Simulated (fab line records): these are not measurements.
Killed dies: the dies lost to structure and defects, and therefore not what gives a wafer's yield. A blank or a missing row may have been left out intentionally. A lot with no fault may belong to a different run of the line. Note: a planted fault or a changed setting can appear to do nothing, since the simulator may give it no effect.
Matching of chambers / flow n5 finfet / N5_FIN_SAQP_ETCH_34 on rie diel-05: 4 sister chambers
The step etches SiO2 in C4F6/O2, target depth 45 nm, time 15 s. 4 wafers are shown with their chamber, then 8 later ones without.

## EACH WAFER AND ITS CHAMBER
wafer=L077.3; chamber=2; throttle valve pct (%)=21.15
wafer=L081.2; chamber=0; throttle valve pct (%)=20.49
wafer=L083.6; chamber=3; throttle valve pct (%)=21.24
wafer=L089.1; chamber=1; throttle valve pct (%)=21.55

## WAFERS WITHOUT THEIR CHAMBER
wafer=L089.3; throttle valve pct (%)=20.54
wafer=L089.5; throttle valve pct (%)=21.16
wafer=L090.3; throttle valve pct (%)=21.15
wafer=L090.4; throttle valve pct (%)=21.16
wafer=L090.6; throttle valve pct (%)=21.25
wafer=L094.1; throttle valve pct (%)=21.26
wafer=L094.5; throttle valve pct (%)=21.27
wafer=L094.6; throttle valve pct (%)=21.16

## THE CHAMBER EACH PASSED THROUGH
wafer=L089.3; from the rows above=0; in truth=0
wafer=L089.5; from the rows above=2; in truth=2
wafer=L090.3; from the rows above=2; in truth=2
wafer=L090.4; from the rows above=2; in truth=2
wafer=L090.6; from the rows above=3; in truth=3
wafer=L094.1; from the rows above=3; in truth=3
wafer=L094.5; from the rows above=3; in truth=3
wafer=L094.6; from the rows above=2; in truth=2
8 of 8 placed correctly. Number that these rows cannot place: 0. Placed wrongly: 0.
How it was worked out, from the rows above alone: a wafer's distance from a chamber is the root of the sum, over the readings, of the square of ((its reading less the chamber's mean) divided by the reading's scatter). The wafer belongs to the nearest chamber; if the next one is less than 2 further off, it can't be placed. A chamber's mean is the mean of its shown wafers. The scatter: root of mean squared gap, hidden wafer to nearest shown wafer, with one shown wafer a chamber.
